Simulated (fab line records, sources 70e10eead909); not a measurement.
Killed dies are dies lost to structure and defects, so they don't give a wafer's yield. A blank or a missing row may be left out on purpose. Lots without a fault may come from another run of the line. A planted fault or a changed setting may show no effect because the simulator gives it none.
Chamber matching | flow nand_harc | NHARC_A_DECK1_JOINT_DEP_16 on pecvd-03: 3 sister chambers
The step deposits SiO2, target thk 45 nm. 16 wafers are shown with their chamber, then 8 later ones without.

WAFERS WITH THEIR CHAMBER
wafer  | chamber | heater_power_w (W) | throttle_valve_pct (%) | mfc_precursor_sccm (sccm)
L076.1 | 0       | 569                | 15.8                   | 161.7
L076.2 | 1       | 586                | 16.3                   | 161.2
L076.6 | 1       | 593                | 16.1                   | 161.6
L083.1 | 2       | 446                | 16.7                   | 161.7
L083.2 | 1       | 530                | 16.3                   | 161.0
L083.6 | 0       | 464                | 15.8                   | 161.4
L086.1 | 0       | 519                | 15.2                   | 162.4
L086.3 | 2       | 427                | 16.0                   | 161.5
L086.5 | 1       | 557                | 16.2                   | 161.9
L087.1 | 2       | 395                | 15.9                   | 161.2
L087.4 | 0       | 523                | 15.3                   | 161.7
L087.6 | 2       | 399                | 16.2                   | 161.6
L088.1 | 1       | 518                | 16.5                   | 161.4
L088.5 | 2       | 409                | 15.9                   | 160.9
L088.6 | 1       | 520                | 16.3                   | 162.3
L091.2 | 1       | 613                | 16.5                   | 161.6

SIGNATURES (means of the wafers above)
reading            | chamber 0 | chamber 1 | chamber 2 | scatter within a chamber
heater_power_w     | 518.75    | 559.57    | 415.20    | 35.3
throttle_valve_pct | 15.525    | 16.314    | 16.140    | 0.261
mfc_precursor_sccm | 161.800   | 161.571   | 161.380   | 0.402
Rule: a wafer's distance from a chamber is the root of the sum, over the readings, of the square of ((its reading less the chamber's mean) divided by the reading's scatter). The wafer belongs to the nearest chamber; if the next one is less than 2 further off, it can't be placed. The scatter: the root of (the sum of the squares of (reading less its chamber's mean) over the shown wafers, divided by (wafers less chambers)).

WAFERS WITHOUT THEIR CHAMBER
wafer  | heater_power_w (W) | throttle_valve_pct (%) | mfc_precursor_sccm (sccm)
L091.4 | 615                | 16.2                   | 161.3
L091.6 | 359                | 16.2                   | 162.3
L094.1 | 472                | 15.4                   | 161.8
L094.4 | 485                | 16.4                   | 161.2
L094.5 | 486                | 15.8                   | 162.0
L095.1 | 562                | 15.4                   | 161.4
L095.5 | 503                | 16.4                   | 161.7
L095.6 | 398                | 16.2                   | 161.5

WHICH CHAMBER EACH WENT THROUGH
wafer  | from the rows above          | in truth
L091.4 | 1                            | 1
L091.6 | 2                            | 2
L094.1 | 0                            | 0
L094.4 | can't be placed: 2 or 1 or 0 | 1
L094.5 | can't be placed: 0 or 2 or 1 | 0
L095.1 | can't be placed: 0 or 1      | 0
L095.5 | can't be placed: 1 or 2 or 0 | 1
L095.6 | 2                            | 2
Placed correctly: 4 of 8. Can't be placed from these rows: 4 (the true chamber is among the candidates in 4). Placed wrongly: 0.
